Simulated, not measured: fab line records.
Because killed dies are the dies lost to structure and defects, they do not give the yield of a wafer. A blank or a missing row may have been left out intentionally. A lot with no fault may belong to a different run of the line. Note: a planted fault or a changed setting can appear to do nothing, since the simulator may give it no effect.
fab line records :: flow n5Finfet
[record]
  lots = 4
  wafers = 12
  lastDay = 16
route steps=1938 shown MOL_CONTACT_COAG@529 PASSIVATION@1936
lots untouched by any fault: they come from a run of this same line in which no faults occurred
startH: the number of hours between the record's first day and the start of the first shown wafer of the lot :: waitH: how many hours have passed since the lot's step before this one :: " same as the row above :: L1.1+2: a single row standing in for several wafers :: - no value, or no start given :: * or withheld: withheld :: < > ~ a bound
route shown NAME@n: NAME is a module with steps in the file, n the number in the route of the first one :: usual: average and standard deviation across the fault-free wafers :: same: alike in all rows :: chamber/n: place in a boat :: sites: readings site by site :: _std_site: the values' standard deviation :: _edge_site: inner sites' mean taken away from outer sites' mean :: radiusMm: for every site, how far away it sits from the centre of the wafer :: mask NAME#n: copy n :: behind: tool/chamber where the wafer was last shaped :: hold: why the lot went on hold/how many hours it stayed there/how the hold came to an end :: device: which transistor (n, p or np) failed to switch :: end of line: tests of these same wafers at the route's end :: a step with no rows: only its recipe :: killed: the dies lost at the first sort to structure and to defects; this is not the yield of the wafer :: map: dies across one wafer; x = killed, . = not, _ = none there
set.NAME: setting as actually run; set.NAME@STEP: the setting as run at that earlier step :: model.NAME: the simulator's own value behind a step, which no gauge read
lots at selected steps of the route; one table per step, one row per wafer
services: when a tool's chamber went out of use (startH, in hours from the record's first day, below 0 if earlier), for how many hours, and the reason
[[steps]]
[step N5_MOL_CONTACT_COAG_DESCUM_13]
[recipe]
  chemistry = O2
  timeS = 7
  sourcePowerW = 50
  biasPowerW = 20
  pressureMtorr = 20
  rfFrequencyHz = 2.712e+07
  tempC = 40
  resist = CAR-EUV
  o2FlowSccm = 225
[step N5_MOL_CONTACT_COAG_ETCH_59]
[recipe]
  chemistry = N2/H2
  target = underlayer
  targetDepthA = 130
  maskMaterial = CAR-EUV
  timeS = 10.4
  ionEnergyEv = 200
  pressureMtorr = 30
  sourceW = 840
  biasW = 150
  n2FlowSccm = 200
  h2FlowSccm = 200
  ends = cleared
[step N5_MOL_CONTACT_COAG_ETCH_105]
[recipe]
  chemistry = CF4
  target = SiARC
  targetDepthA = 156
  maskMaterial = CAR-EUV
  timeS = 26
  ionEnergyEv = 80
  pressureMtorr = 40
  sourceW = 545
  biasW = 36
  Ar_flow_sccm = 100
  cf4FlowSccm = 100
  ends = cleared
[step N5_MOL_CONTACT_COAG_ETCH_106]
[recipe]
  chemistry = N2/H2
  target = SOC
  targetDepthA = 800
  overetchA = 160
  maskMaterial = SiARC
  tempC = 40
  timeS = 120
  ionEnergyEv = 200
  pressureMtorr = 30
  sourceW = 840
  biasW = 150
  n2FlowSccm = 200
  h2FlowSccm = 200
[step N5_MOL_CONTACT_COAG_STRIP_107]
[recipe]
  chemistry = N2/H2
  tempC = 40
  n2FlowSccm = 200
  h2FlowSccm = 200
  rfFrequencyHz = 6e+07
[step N5_MOL_CONTACT_COAG_STRIP_108]
[recipe]
  chemistry = N2/H2
  tempC = 40
  n2FlowSccm = 200
  h2FlowSccm = 200
  rfFrequencyHz = 6e+07
[step N5_MOL_CONTACT_COAG_CONTACT_ETCH_14]
[recipe]
  chemistry = C4F6/O2
  target = SiO2
  targetDepthA = 275
  overetchA = 85
  maskMaterial = SOC
  pressureMtorr = 30
  sourceW = 370
  biasW = 185
  Ar_flow_sccm = 300
  C4F6_flow_sccm = 16
  O2_flow_sccm = 10
  timeS = 20
  ionEnergyEv = 259.6
[step N5_MOL_CONTACT_COAG_STRIP_109]
[recipe]
  chemistry = C4F6/O2
  resist = SiARC
  rfFrequencyHz = 6e+07
[step N5_MOL_CONTACT_COAG_ETCH_15]
[recipe]
  chemistry = CH3F/O2
  target = SiNx
  targetDepthA = 70
  maskMaterial = SOC
  stopOn = Si:P
  overEtchFrac = 0.75
  ionEnergyEv = 120
  pressureMtorr = 30
  sourceW = 395
  biasW = 73
  Ar_flow_sccm = 150
  CH3F_flow_sccm = 30
  O2_flow_sccm = 20
[step N5_MOL_CONTACT_COAG_ETCH_110]
[recipe]
  chemistry = CF4/O2
  target = Si
  targetDepthA = 25
  timeS = 8
  pressureMtorr = 100
  sourceW = 200
  biasW = 12
  ionEnergyEv = 60
  Ar_flow_sccm = 100
  cf4FlowSccm = 100
  O2_flow_sccm = 10
[step N5_MOL_CONTACT_COAG_STRIP_98]
[recipe]
  chemistry = N2/H2
  powerW = 500
  tempC = 40
  pressureMtorr = 50
  rfFrequencyHz = 6e+07
  overashFraction = 0.3
  biasPowerW = 8
  h2Frac = 0.5
  n2FlowSccm = 300
  h2FlowSccm = 300
[usual]
  biasPowerW = 7.997/0.025
  drypumpMotorCurrentA = 5.7/0.4
  h2FlowSccm = 300.2/0.83
  oesProductAu = 0.78/0.11
  rfVppV = 54.3/1.5
  showerheadPlenumPTorr = 3.37/0.14
  throttleValvePct = 19.0/0.41
lot.wafer: L305.1
tool: rieDiel-05
chamber: 0
startH: 111.93
waitH: 0.0
biasPowerW: 7.979
drypumpMotorCurrentA: 5.2
h2FlowSccm: 300.8
oesProductAu: 0.70
rfHoursCounterH: 243
rfVppV: 53.7
showerheadPlenumPTorr: 3.46
throttleValvePct: 18.9

lot.wafer: L305.5
tool: rieDiel-05
chamber: 0
startH: 111.93
waitH: 0.0
biasPowerW: 8.016
drypumpMotorCurrentA: 5.1
h2FlowSccm: 300.8
oesProductAu: 0.71
rfHoursCounterH: -
rfVppV: 53.4
showerheadPlenumPTorr: 3.46
throttleValvePct: 18.9

lot.wafer: L305.6
tool: rieDiel-05
chamber: 2
startH: 111.93
waitH: 0.0
biasPowerW: 7.990
drypumpMotorCurrentA: 5.5
h2FlowSccm: 299.3
oesProductAu: 0.76
rfHoursCounterH: -
rfVppV: 54.0
showerheadPlenumPTorr: 3.09
throttleValvePct: 18.6

lot.wafer: L314.1
tool: rieDiel-05
chamber: 2
startH: 166.79
waitH: 0.0
biasPowerW: 7.947
drypumpMotorCurrentA: 5.4
h2FlowSccm: 300.1
oesProductAu: 0.75
rfHoursCounterH: 168
rfVppV: 53.4
showerheadPlenumPTorr: 3.08
throttleValvePct: 18.7

lot.wafer: L314.3
tool: rieDiel-05
chamber: 0
startH: 166.79
waitH: 0.0
biasPowerW: 8.002
drypumpMotorCurrentA: 5.1
h2FlowSccm: 299.7
oesProductAu: 0.98
rfHoursCounterH: 4
rfVppV: 53.5
showerheadPlenumPTorr: 3.46
throttleValvePct: 18.4

lot.wafer: L314.5
tool: rieDiel-05
chamber: 0
startH: 166.79
waitH: 0.0
biasPowerW: 8.012
drypumpMotorCurrentA: 5.1
h2FlowSccm: 299.2
oesProductAu: 0.97
rfHoursCounterH: -
rfVppV: 55.6
showerheadPlenumPTorr: 3.46
throttleValvePct: 18.4

lot.wafer: L317.2
tool: rieDiel-05
chamber: 1
startH: 178.04
waitH: 0.0
biasPowerW: 7.990
drypumpMotorCurrentA: 6.1
h2FlowSccm: 299.5
oesProductAu: 0.77
rfHoursCounterH: 156
rfVppV: 54.9
showerheadPlenumPTorr: 3.48
throttleValvePct: 18.8

lot.wafer: L317.5
tool: rieDiel-05
chamber: 3
startH: 178.04
waitH: 0.0
biasPowerW: 7.988
drypumpMotorCurrentA: 5.5
h2FlowSccm: 299.4
oesProductAu: 0.91
rfHoursCounterH: -
rfVppV: 53.9
showerheadPlenumPTorr: 3.30
throttleValvePct: 19.6

lot.wafer: L317.6
tool: rieDiel-05
chamber: 2
startH: 178.04
waitH: 0.0
biasPowerW: 7.989
drypumpMotorCurrentA: 5.5
h2FlowSccm: 299.9
oesProductAu: 0.75
rfHoursCounterH: -
rfVppV: 53.6
showerheadPlenumPTorr: 3.08
throttleValvePct: 18.7

lot.wafer: L318.1
tool: rieDiel-04
chamber: 2
startH: 183.30
waitH: 0.0
biasPowerW: 7.987
drypumpMotorCurrentA: 5.3
h2FlowSccm: 300.8
oesProductAu: 0.67
rfHoursCounterH: 242
rfVppV: 52.2
showerheadPlenumPTorr: 3.34
throttleValvePct: 19.8

lot.wafer: L318.4
tool: rieDiel-04
chamber: 2
startH: 183.30
waitH: 0.0
biasPowerW: 7.973
drypumpMotorCurrentA: 5.3
h2FlowSccm: 298.8
oesProductAu: 0.66
rfHoursCounterH: -
rfVppV: 56.8
showerheadPlenumPTorr: 3.34
throttleValvePct: 19.8

lot.wafer: L318.6
tool: rieDiel-04
chamber: 3
startH: 183.30
waitH: 0.0
biasPowerW: 8.027
drypumpMotorCurrentA: 6.1
h2FlowSccm: 300.5
oesProductAu: 0.95
rfHoursCounterH: -
rfVppV: 51.2
showerheadPlenumPTorr: 3.27
throttleValvePct: 18.4
[step N5_MOL_CONTACT_COAG_IMPLANT_129]
[recipe]
  species = Ge
  energyKev = 3
  doseCm2 = 6e+14
  tiltDeg = 0
  rotationDeg = 0
[step N5_MOL_CONTACT_COAG_PRECLEAN_111]
[recipe]
  chemistry = NF3:NH3
  afsCycles = 1
  tempC = 30
  timeS = 20
  sublimationTempC = 180
  sublimationTimeS = 60
  pressureTorr = 3
  rfPowerW = 30
[step N5_MOL_CONTACT_COAG_TI_SIL_19]
[recipe]
  material = Ti
  targetThkA = 42
  tempC = 200
  chamberPressurePa = 5
  powerW = 5000
  timeS = 15
[step N5_MOL_CONTACT_COAG_ALD_20]
[recipe]
  material = TiN
  targetThkA = 15
  tempC = 400
  aldPrecursorFamily = TiCl4
  aldCoReactant = NH3
  pulseTimeS = 1
  purgeTimeS = 3
  coReactantPurgeTimeS = 2
  coReactantPulseTimeS = 2
  aldCycles = 68
  pressureTorr = 3
[step N5_MOL_CONTACT_COAG_SIL_ANNEAL_21]
[recipe]
  tempC = 550
  timeS = 60
  ambient = N2
[step N5_MOL_CONTACT_COAG_PRE_CLEAN_141]
[recipe]
  gas = H2/He
  timeS = 60
  tempC = 300
[step N5_MOL_CONTACT_COAG_SPUTTER_143]
[recipe]
  material = Co
  targetThkA = 25
  tempC = 25
  chamberPressurePa = 0.2
[step N5_MOL_CONTACT_COAG_CO_FILL_22]
[recipe]
  material = Co
  targetThkA = 200
  tempC = 200
  precursor = CCTBA/H2
  pressureTorr = 30
[step N5_MOL_CONTACT_COAG_ANNEAL_113]
[recipe]
  tempC = 400
  timeS = 300
  ambient = H2/N2
[step N5_MOL_CONTACT_COAG_PRE_CLEAN_142]
[recipe]
  gas = H2/He
  timeS = 60
  tempC = 300
[step N5_MOL_CONTACT_COAG_SPUTTER_130]
[recipe]
  material = Co
  targetThkA = 475
  tempC = 25
  chamberPressurePa = 0.5
  powerW = 3000
[step N5_MOL_CONTACT_COAG_PRECLEAN_125]
[recipe]
  chemistry = DIW
  timeS = 57.5
  tempC = 23
[step N5_MOL_CONTACT_COAG_SRD_126]
[recipe]
  dryTimeS = 32
  dry = n2Spin
  spinRpm = 1500
[step N5_MOL_CONTACT_COAG_CMP_23]
[recipe]
  stopOn = SiO2
  tOverpolishS = 1.5
  postCmpClean = cuAlkaline
  downForcePsi = 2
  platenRpm = 50.289
  padVelocityMS = 1.0006
  targetThkNm = 0
[step N5_MOL_CONTACT_COAG_WET_ETCH_26]
[recipe]
  target = Co
  targetDepthNm = 13
[step N5_MOL_CONTACT_COAG_WET_ETCH_116]
[recipe]
  chemistry = SC1-inhibited
  targetDepthNm = 4.6
  dry = ipaMarangoni
  rinseTimeS = 30
  rinseTempC = 23
[step N5_MOL_CONTACT_COAG_ALD_27]
[recipe]
  material = SiOC
  targetThkA = 170
  tempC = 400
  aldPrecursorFamily = carbosiloxane
  aldCoReactant = H2-plasma
  pulseTimeS = 1.5
  timeS = 2720
  purgeTimeS = 2
  coReactantPurgeTimeS = 2
  aldCycles = 340
  pressureTorr = 2
[step N5_MOL_CONTACT_COAG_CMP_28]
[recipe]
  stopOn = SiNx
  tOverpolishS = 0.85
  postCmpClean = alkalineBrush
  downForcePsi = 4.15
  platenRpm = 51.8
  padVelocityMS = 1.0307
  targetThkNm = 14.522
[step N5_MOL_CONTACT_COAG_ALD_123]
[recipe]
  material = SiNx
  targetThkA = 50
  tempC = 400
  aldPrecursorFamily = SiH2I2
  aldCoReactant = N2/H2-plasma
  pulseTimeS = 1
  purgeTimeS = 2
  coReactantPurgeTimeS = 2
  aldCycles = 100
  pressureTorr = 2
[step N5_MOL_CONTACT_COAG_PECVD_31]
[recipe]
  material = SiO2
  targetThkA = 460
  tempC = 400
  precursor = TEOS/O2
  pressureTorr = 6.5
  rfW = withheld
  teosFlowSccm = withheld
  gas = O2
  flowSccm = 2650
  timeS = 8.9
[step N5_MOL_CONTACT_COAG_COAT_75]
[recipe]
  resist = SOC
  tempC = 250
  timeS = 60
  spinRpm = 1500
  resistThkNm = 60
[step N5_MOL_CONTACT_COAG_COAT_76]
[recipe]
  resist = SiARC
  tempC = 220
  timeS = 60
  spinRpm = 1500
  resistThkNm = 10
[step N5_MOL_CONTACT_COAG_COAT_77]
[recipe]
  resist = underlayer
  tempC = 205
  timeS = 60
  spinRpm = 1500
  resistThkNm = 10
[step N5_MOL_CONTACT_COAG_COAT_78]
[recipe]
  resist = CAR-EUV
  spinRpm = 1500
  resistThkNm = 40
[step N5_MOL_CONTACT_COAG_EBR_80]
[recipe]
  solvent = PGMEA
  ebrWidthMm = 1.5
[step N5_PASSIVATION_PROBE_49]
[usual]
  killed_at_M0_to_M3 = 34/11
  killed_at_M4_up = 13/5.2
  killedAtContacts = 13/6.3
  killedAtFrontEnd = 40/14
  killedAtOther = 3.2/2.4
  killedDies = 104/19
  killedOpen = 69/14
  killedShort = 32/7.5
[same]
  grossDies = 1180
  killedAtBackSide = 0
lot.wafer: L314.1
tool: prober-02
chamber: -
startH: 335.66
waitH: 0.0
killed_at_M0_to_M3: 28
killed_at_M4_up: 9
killedAtContacts: 147
killedAtFrontEnd: 24
killedAtOther: 5
killedDies: 213
killedOpen: 46
killedShort: 28

lot.wafer: L314.3
tool: prober-02
chamber: -
startH: 335.76
waitH: 0.1
killed_at_M0_to_M3: 35
killed_at_M4_up: 10
killedAtContacts: 143
killedAtFrontEnd: 32
killedAtOther: 3
killedDies: 223
killedOpen: 53
killedShort: 28

lot.wafer: L314.5
tool: prober-02
chamber: -
startH: 335.86
waitH: 0.2
killed_at_M0_to_M3: 38
killed_at_M4_up: 15
killedAtContacts: 156
killedAtFrontEnd: 36
killedAtOther: 3
killedDies: 248
killedOpen: 74
killedShort: 22

lot.wafer: L317.2
tool: prober-02
chamber: -
startH: 364.54
waitH: 0.1
killed_at_M0_to_M3: 47
killed_at_M4_up: 20
killedAtContacts: 165
killedAtFrontEnd: 34
killedAtOther: 4
killedDies: 270
killedOpen: 85
killedShort: 38

lot.wafer: L317.5
tool: prober-02
chamber: -
startH: 364.69
waitH: 0.2
killed_at_M0_to_M3: 30
killed_at_M4_up: 9
killedAtContacts: 86
killedAtFrontEnd: 31
killedAtOther: 4
killedDies: 160
killedOpen: 55
killedShort: 26

lot.wafer: L317.6
tool: prober-02
chamber: -
startH: 364.74
waitH: 0.3
killed_at_M0_to_M3: 60
killed_at_M4_up: 7
killedAtContacts: 140
killedAtFrontEnd: 34
killedAtOther: 4
killedDies: 245
killedOpen: 77
killedShort: 35
// killed by level:class
L314.1 MOL_CONTACT_COAG:unspecified=139 BEOL_M0_SAQP:geometricParticle:open=10 FIN_SAQP:geometricParticle:open=8 BEOL_M0_SAQP:geometricParticle:short=5 MOL_CONTACT_COAG:geometricParticle:open=4 MOL_CONTACT_COAG:geometricParticle:short=4 BEOL_M3:geometricParticle:open=4 STARTING-WAFER:geometricParticle:open=4
L314.3 MOL_CONTACT_COAG:unspecified=141 BEOL_M2:geometricParticle:open=10 STI_FIN_REVEAL:geometricParticle:open=6 BEOL_M0_SAQP:geometricParticle:short=6 DUMMY_GATE:geometricParticle:open=5 BEOL_M3:geometricParticle:open=4 STARTING-WAFER:geometricParticle:open=4 FIN_SAQP:geometricParticle:open=3
L314.5 MOL_CONTACT_COAG:unspecified=150 FIN_SAQP:geometricParticle:open=13 BEOL_M3:geometricParticle:open=12 BEOL_M2:geometricParticle:open=11 FIN_SAQP:geometricParticle:short=8 STI_FIN_REVEAL:geometricParticle:open=8 BEOL_M0_SAQP:geometricParticle:open=8 BEOL_M0_SAQP:geometricParticle:short=5
L317.2 MOL_CONTACT_COAG:unspecified=145 MOL_CONTACT_COAG:geometricParticle:open=15 BEOL_M4:geometricParticle:open=14 BEOL_M0_SAQP:geometricParticle:short=12 BEOL_M0_SAQP:geometricParticle:open=11 FIN_SAQP:geometricParticle:open=8 BEOL_M3:geometricParticle:open=7 FIN_SAQP:geometricParticle:short=5
L317.5 MOL_CONTACT_COAG:unspecified=74 FIN_SAQP:geometricParticle:open=7 MOL_CONTACT_COAG:geometricParticle:open=7 BEOL_M0_SAQP:geometricParticle:open=7 BEOL_M2:geometricParticle:open=7 BEOL_M0_SAQP:geometricParticle:short=6 DUMMY_GATE:geometricParticle:open=5 BEOL_M0:geometricParticle:open=5
L317.6 MOL_CONTACT_COAG:unspecified=130 BEOL_M0_SAQP:geometricParticle:open=15 BEOL_M1:geometricParticle:open=14 GATE_CUT:geometricParticle:short=8 MOL_CONTACT_COAG:geometricParticle:open=8 BEOL_M0_SAQP:geometricParticle:short=7 BEOL_M2:geometricParticle:open=7 BEOL_M3:geometricParticle:open=7
// map L314.5 (x killed, . not)
_________________..x.........________________
______________x...xxx..........._____________
___________..x....x...xx..x...x....__________
__________......x..xxxxxx........x.._________
________......xxxxxxxxxxx.......x..x.x_______
_______.x..xxxxxxxxxxxxxx.x....x.......______
______x.x....xxxxxxxxxxxxx.............._____
_____..x..x.xxxxxxxxxxxxxx.x....x........____
____.........xxxxxxxxxxxx............x....___
___.......xxxxxxxxxxxxxxxxx....x..x........__
___x.......xxxxxxxxxxxxxxxx....x.x.........__
__.x.........xxxxxxxxxxxxxx..............x.x_
__........x.x.xxxxxxxxxx........x.x........._
_............xxxxxxxxx..xx..x.x........x.....
_.............xx.xx..x...x...................
_..............x.xx.........................x
_.........x....x.x........x...............x..
_x.......................................x...
_x...x........x..............................
_...x.........x.............x....x...........
_...x...x.x...........x......................
__...........xx....x............x..........x_
__.........x..................x..x..x..x...._
___.................x..........x...........__
___..........................x.............__
____........x................x.........x..___
_____...x...x..............x.............____
______............x........x...........x_____
_______...xx......................xx..x______
________.......x......................_______
__________.x.....................xx._________
___________.....x.....x.......x..x.__________
______________..x....x......x..._____________
_________________x.......x..x________________
// map L317.2 (x killed, . not)
_________________x....x......________________
______________..x.x......xx...x._____________
___________.....x...x......x.......__________
__________................x........._________
________.............................._______
_______..x........x...........x........______
______...........xxx..x................._____
_____..x.xx......................x.....x.____
____.......x.....xxx......................___
___...x..x...x.xx.x.xx.....xx..............__
___.x..........x.xxxxxxx..............x....__
__...x.......x..xxxxxxxxx.xx................_
__..........xxxxxxxxxxxxxxx................._
_x..x.......xxxxxxxxxxxxxx......xx..x........
_.xx.......x.xxxxxxxxxxxxxx.x.x.x...x.....x..
_.....xx.....xxxxxxxxxxxxxxx...x........x..x.
_..xx.xx.xxx.xxxxxxxxxxxxxx...x....x..x......
_........x...xxxxxxxxxxxxxxx.................
_...........x.xxxxxxxxxxx.x................x.
_.x....x....x..xxxxxxxxxx.xx...............x.
_...............xxxxxx.x........x....x.x.x.xx
__......x..xx.......xxxx.xx.............x..x_
__........x.x.....................x.......x._
___...xx..x................x...............__
___...x....x...x.......x.....x..x..........__
____..x......x............................___
_____......x.x.....x..................x..____
______x.....x.............xx..x........._____
_______............x...................______
________x.x..........x................_______
__________..................x...x.x._________
___________.....xx............x.x..__________
______________...x.............._____________
_________________.x...x.x....________________
[[services]]
tool: rieDiel-05
chamber: 3
startH: 98.30
hours: -
kind: clean

tool: rieDiel-05
chamber: 3
startH: 98.30
hours: -
kind: consumableReplace:focusRing

tool: rieDiel-05
chamber: 3
startH: 98.30
hours: 19.9
kind: scheduledDown

tool: rieDiel-05
chamber: 3
startH: 98.30
hours: 19.9
kind: ventCycle

tool: rieDiel-04
chamber: 3
startH: 117.89
hours: -
kind: clean

tool: rieDiel-04
chamber: 3
startH: 117.89
hours: -
kind: consumableReplace:focusRing

tool: rieDiel-05
chamber: 0
startH: 132.26
hours: -
kind: clean

tool: rieDiel-05
chamber: 0
startH: 132.26
hours: -
kind: consumableReplace:focusRing

tool: rieDiel-05
chamber: 0
startH: 132.26
hours: 24.3
kind: scheduledDown

tool: rieDiel-05
chamber: 0
startH: 132.26
hours: 24.3
kind: ventCycle

tool: rieDiel-05
chamber: -
startH: 138.50
hours: 4.3
kind: pm

tool: rieDiel-04
chamber: 3
startH: 143.18
hours: 13.8
kind: repair

tool: rieDiel-05
chamber: -
startH: 164.14
hours: 0.3
kind: repair

tool: rieDiel-05
chamber: -
startH: 171.64
hours: 2.2
kind: repair

tool: rieDiel-04
chamber: 1
startH: 175.48
hours: 62.1
kind: repair
[[key]]
[firstSign]
  step = N5_PASSIVATION_PROBE_49
  reading = killedAtContacts
  direction = up
  sigmas = 20
  usual = 13
  struck = 140
[effect]
  step = N5_PASSIVATION_PROBE_49
  reading = killedDies
  direction = up
  sigmas = 6.5
  usual = 104
  struck = 226
[moreKillsBornAt]
  N5_MOL_CONTACT_COAG_STRIP_98@rieDiel-05 = 779
metAt N5_MOL_CONTACT_COAG_STRIP_98
struckWafers L314.1,L314.3,L314.5,L317.2,L317.5,L317.6
testerLeftOut L314,L317
onsetBetween 111.93 166.79
[fault]
  kind = chamberParticleSource
  tool = rieDiel-05
  chamber = -
  onsetH = 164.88
  steps = N5_MOL_CONTACT_COAG_STRIP_98
  ratePerVisitCm2 = 1.3089
  endH = 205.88
// testerLeftOut: of these lots the tester's yield and bins aren't shown, on N5 and GAA mostly nor the transistor test; their killed dies are dies lost to structure and defects alone, not to doping, threshold or leakage, so they don't give the yield
